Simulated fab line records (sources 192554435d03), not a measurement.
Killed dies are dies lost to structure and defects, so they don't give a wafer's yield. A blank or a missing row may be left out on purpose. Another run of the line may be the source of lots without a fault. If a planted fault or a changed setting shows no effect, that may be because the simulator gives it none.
The tool behind it: which one?    flow n5 finfet    11 lots with 33 wafers sampled at 4 steps, on a route of 1938 steps

== WHAT EACH GAUGE READ, for each wafer ==
N5_BEOL_M4_RC_MEAS_101. Usual: DIBL_N 36.0 mV/V, standard deviation 1.3; DIBL_P 36.2 mV/V, standard deviation 1.7; IOFF_N 0.155 nA/um, standard deviation 0.024; IOFF_P 0.21 nA/um, standard deviation 0.034; ION_N 674 uA/um, standard deviation 9; ION_P 463 uA/um, standard deviation 7.1; SS_N 71.4 mV/dec, standard deviation 0.5; SS_P 73.4 mV/dec, standard deviation 0.57; VT_N 250.0 mV, standard deviation 2.8; VT_P -251 mV, standard deviation 3.2.
lot   measured      on         DIBL_N (mV/V)   DIBL_P (mV/V)   IOFF_N (nA/um)     IOFF_P (nA/um)  ION_N (uA/um)  ION_P (uA/um)  SS_N (mV/dec)   SS_P (mV/dec)   VT_N (mV)          VT_P (mV)       flag
L589  day 9 19:06   prober-01  34.4 32.8 34.7  34.2 32.1 34.6  0.113 0.097 0.123  0.17 0.14 0.18  654 654 664    457 454 460    70.8 70.5 71.1  72.5 72.9 73.6  255.3 255.2 254.6  -254 -256 -253  
L591  day 11 09:54  prober-01  35.8 35.7 37.3  35.3 35.4 37.0  0.143 0.144 0.171  0.18 0.19 0.20  675 675 680    457 458 459    71.1 70.8 71.6  72.9 73.4 73.3  250.7 251.6 249.7  -252 -252 -251  
L593  day 11 18:32  prober-01  36.0 36.1 35.8  37.6 37.5 36.5  0.164 0.170 0.153  0.23 0.24 0.21  681 684 684    467 474 473    71.3 71.3 71.1  73.5 72.8 73.8  247.5 249.1 250.3  -249 -248 -250  
L597  day 12 11:48  prober-02  36.0 35.0 35.2  37.5 35.7 36.4  0.157 0.144 0.153  0.21 0.18 0.19  672 667 678    459 452 462    71.7 71.4 70.7  73.4 73.0 74.2  250.7 251.3 250.9  -251 -252 -251  
L607  day 13 08:01  prober-02  38.0 38.5 37.6  38.1 38.8 37.3  0.182 0.194 0.169  0.29 0.30 0.27  677 677 682    472 472 474    71.6 72.2 71.2  74.0 74.7 73.8  249.0 250.4 250.2  -244 -244 -244  
L608  day 14 15:31  prober-01  36.7 37.5 36.4  36.2 37.5 36.1  0.164 0.180 0.156  0.24 0.26 0.23  680 683 680    473 476 472    72.1 72.1 72.2  73.5 74.1 73.3  250.9 251.2 250.9  -246 -246 -247  
L610  day 16 13:35  prober-01  34.7 35.3 35.4  32.5 34.4 33.5  0.112 0.135 0.127  0.16 0.18 0.17  663 673 668    452 460 458    71.0 70.2 70.6  73.3 72.5 72.5  256.1 253.0 254.5  -255 -251 -253  
L612  day 15 11:43  prober-01  35.7 34.8 34.3  34.9 34.3 34.5  0.135 0.120 0.121  0.20 0.19 0.19  676 668 664    464 464 464    70.9 71.0 70.4  73.0 72.4 72.5  251.9 255.6 253.3  -251 -249 -250  

== WHICH TOOL RAN EACH LOT (tool, then ch and the chambers of the sampled wafers, then the start) ==
lot   N5_SDB_ALD_29                     N5_SDB_CMP_30                 N5_DUMMY_REMOVAL_STRIP_10
L589  ald sin-03 ch 1,2,3, day 3 19:25  cmp-02 ch 0,1,3, day 3 22:09  rie diel-03 ch 0,2,3, day 3 22:32
L591  ald sin-03 ch 0,3, day 4 05:53    cmp-03 ch 0,2, day 4 08:37    rie diel-06 ch 0,1,2, day 4 09:01
L593  ald sin-01 ch 1,2,3, day 4 19:20  cmp-03 ch 1,2,3, day 4 22:07  rie diel-03 ch 1,2,3, day 4 22:28
L597  ald sin-01 ch 0,1,2, day 5 18:22  cmp-04 ch 1,2,3, day 5 21:13  rie diel-01 ch 0,1,3, day 5 21:30
L604  ald sin-01 ch 0,2, day 8 00:46    cmp-04 ch 0,1,2, day 8 03:33  rie diel-01 ch 0,1,2, day 8 03:54
L605  ald sin-04 ch 0,1,3, day 8 01:43  cmp-03 ch 0,1,3, day 8 04:31  rie diel-03 ch 1,2,3, day 8 04:51
L606  ald sin-01 ch 1,2,3, day 8 13:26  cmp-04 ch 0,2,3, day 8 16:10  rie diel-01 ch 1,2,3, day 8 16:41
L607  ald sin-01 ch 1,3, day 8 16:13    cmp-04 ch 0,1,2, day 8 18:59  rie diel-01 ch 0,1,3, day 8 19:20
L608  ald sin-04 ch 1,2,3, day 9 03:27  cmp-03 ch 0,3, day 9 06:16    rie diel-03 ch 0,2,3, day 9 06:40
L610  ald sin-04 ch 0,1,3, day 9 11:26  cmp-04 ch 0,3, day 9 14:13    rie diel-01 ch 0,2, day 9 14:37
L612  ald sin-04 ch 0,1, day 9 14:53    cmp-02 ch 0,1,2, day 9 17:40  rie diel-03 ch 2,3, day 9 18:01
- N5_SDB_ALD_29: deposits SiNx, target thk 30 nm, pulse time 1 s, ald cycles 600.
- N5_SDB_CMP_30: polishes, stops on poly-Si, t overpolish 1.54 s, target thk 30 nm.
- N5_DUMMY_REMOVAL_STRIP_10: strips in N2/H2, time 40 s.

== AS READ BY THE TOOLS THEMSELVES (means over the sampled wafers that have a number; for cases with no such wafer, the mark the record gives instead) ==
N5_SDB_ALD_29. Usual: heater power w 834 W, standard deviation 99; precursor pulse height rel 0.998, standard deviation 0.019.
lot   tool        heater power w (W)  precursor pulse height rel  flag
L589  ald sin-03  933                 0.995                       
L591  ald sin-03  843                 0.993                       
L593  ald sin-01  818                 0.996                       
L597  ald sin-01  830                 1.013                       
L604  ald sin-01  878                 1.007                       
L605  ald sin-04  734                 1.026                       
L606  ald sin-01  826                 0.983                       
L607  ald sin-01  771                 1.001                       
L608  ald sin-04  761                 0.986                       
L610  ald sin-04  742                 0.999                       
L612  ald sin-04  740                 0.991                       

N5_SDB_CMP_30. Usual: motor current A 12.8 A, standard deviation 1.3; overpolish run s 1.539 s, standard deviation 0.0084; time to endpoint s 17.6 s, standard deviation 2.2.
lot   tool    motor current A (A)  overpolish run s (s)  time to endpoint s (s)  flag
L589  cmp-02  12.5                 1.532                 19.0                    
L591  cmp-03  12.3                 1.540                 14.7                    
L593  cmp-03  13.7                 1.543                 18.1                    
L597  cmp-04  12.0                 1.539                 15.3                    
L604  cmp-04  12.7                 1.536                 18.3                    
L605  cmp-03  13.2                 1.534                 16.7                    
L606  cmp-04  12.2                 1.547                 19.9                    
L607  cmp-04  12.3                 1.539                 15.9                    
L608  cmp-03  13.0                 1.537                 16.4                    
L610  cmp-04  12.4                 1.545                 14.4                    
L612  cmp-02  13.5                 1.541                 17.5                    

N5_DUMMY_REMOVAL_STRIP_10. Usual: bias power w is 2.998 W with standard deviation 0.009, chamber pressure mTorr is 100.00 mTorr with standard deviation 0.087, drypump motor current A is 6.0 A with standard deviation 0.55, oes product au is 0.79 a.u. with standard deviation 0.082, rf vpp V is 45.2 V with standard deviation 0.89, showerhead plenum p Torr is 3.38 Torr with standard deviation 0.11, and throttle valve pct is 12.34 % with standard deviation 0.2.
lot   tool         bias power w (W)  chamber pressure mTorr (mTorr)  drypump motor current A (A)  oes product au (a.u.)  rf vpp V (V)  showerhead plenum p Torr (Torr)  throttle valve pct (%)  flag
L589  rie diel-03  3.002             100.01                          5.3                          0.84                   45.6          3.45                             12.21                   
L591  rie diel-06  3.004             100.11                          6.0                          0.74                   44.9          3.41                             12.40                   
L593  rie diel-03  3.006             100.04                          5.5                          0.83                   45.6          3.41                             12.09                   
L597  rie diel-01  2.989             99.91                           6.3                          0.76                   45.8          3.33                             12.38                   
L604  rie diel-01  -                 -                               -                            -                      -             -                                -                       OFF
L605  rie diel-03  -                 -                               -                            -                      -             -                                -                       OFF
L606  rie diel-01  -                 -                               -                            -                      -             -                                -                       OFF
L607  rie diel-01  3.002             99.99                           6.3                          0.83                   45.3          3.32                             12.22                   
L608  rie diel-03  3.003             99.93                           5.3                          0.79                   46.0          3.43                             12.30                   
L610  rie diel-01  2.997             100.05                          6.5                          0.85                   46.1          3.48                             12.34                   
L612  rie diel-03  3.004             100.03                          5.1                          0.80                   46.1          3.48                             12.25                   

== THE ANSWER, worked out from the rows above alone ==
Rule: lot off if the mean of its wafers having a number is beyond 3 standard deviations from the usual mean. A lot without any number at a reading at which 4 lots or more have one is off too. Any other lot the step has rows for is counted as sound. Order of review: gauges by route order, followed by the tools' own readings, for which a lot's mean as printed above is used. The first step at which some lot is off is used, and at that step the reading that is off furthest; a lot without a number counts as furthest.
Off, at N5_DUMMY_REMOVAL_STRIP_10 on bias power w: L604, L605, L606. Without a number there: L604, L605, L606.
A tool fits if, at that step or a process step before it, it ran every lot that is off, and no sound lot after the first of them. None of those tried fits.

== WHAT THE SIMULATOR HAD PUT IN ==
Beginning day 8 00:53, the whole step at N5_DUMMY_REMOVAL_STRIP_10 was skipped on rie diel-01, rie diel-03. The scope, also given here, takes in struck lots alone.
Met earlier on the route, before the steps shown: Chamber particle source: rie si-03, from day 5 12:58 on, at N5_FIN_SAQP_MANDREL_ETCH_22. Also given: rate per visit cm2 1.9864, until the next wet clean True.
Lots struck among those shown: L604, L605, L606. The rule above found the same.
